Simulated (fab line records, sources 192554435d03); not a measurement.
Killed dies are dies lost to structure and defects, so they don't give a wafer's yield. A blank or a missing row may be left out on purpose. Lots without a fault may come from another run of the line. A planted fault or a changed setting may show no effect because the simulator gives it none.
Chamber matching | flow n5_finfet | N5_BEOL_M7_CURE_74 on uv_cure-03: 3 sister chambers
The step cures SiCOH lowk, time 240 s. 14 wafers are shown with their chamber, then 7 later ones without.

WAFERS WITH THEIR CHAMBER
wafer  | chamber | wafer_temp_C_max | lamp_power_pct (%)
L074.2 | 1       | 386.6            | 52.31
L074.3 | 1       | 386.0            | 52.31
L074.5 | 1       | 386.2            | 52.31
L079.4 | 2       | 387.9            | 52.36
L079.5 | 2       | 388.0            | 52.33
L079.6 | 2       | 388.2            | 52.28
L082.1 | 1       | 386.8            | 52.28
L082.4 | 1       | 386.4            | 52.35
L082.6 | 1       | 386.4            | 52.30
L084.4 | 2       | 387.7            | 52.32
L084.5 | 2       | 387.6            | 52.32
L084.6 | 2       | 387.3            | 52.31
L086.2 | 0       | 387.6            | 52.28
L086.3 | 0       | 386.9            | 52.35

SIGNATURES (means of the wafers above)
reading          | chamber 0 | chamber 1 | chamber 2 | scatter within a chamber
wafer_temp_C_max | 387.250   | 386.400   | 387.783   | 0.324
lamp_power_pct   | 52.3150   | 52.3100   | 52.3200   | 0.0277
Rule: a wafer's distance from a chamber is the root of the sum, over the readings, of the square of ((its reading less the chamber's mean) divided by the reading's scatter). The wafer belongs to the nearest chamber; if the next one is less than 2 further off, it can't be placed. The scatter: the root of (the sum of the squares of (reading less its chamber's mean) over the shown wafers, divided by (wafers less chambers)).

WAFERS WITHOUT THEIR CHAMBER
wafer  | wafer_temp_C_max | lamp_power_pct (%)
L086.6 | 386.9            | 52.38
L091.2 | 386.0            | 52.33
L091.3 | 386.1            | 52.32
L091.5 | 385.9            | 52.24
L095.2 | 387.0            | 52.28
L095.3 | 388.2            | 52.34
L095.4 | 386.9            | 52.23

WHICH CHAMBER EACH WENT THROUGH
wafer  | from the rows above          | in truth
L086.6 | can't be placed: 0 or 1 or 2 | 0
L091.2 | 1                            | 1
L091.3 | 1                            | 1
L091.5 | 1                            | 1
L095.2 | can't be placed: 0 or 1 or 2 | 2
L095.3 | can't be placed: 2 or 0      | 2
L095.4 | can't be placed: 0 or 1 or 2 | 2
Placed correctly: 3 of 7. Can't be placed from these rows: 4 (the true chamber is among the candidates in 4). Placed wrongly: 0.
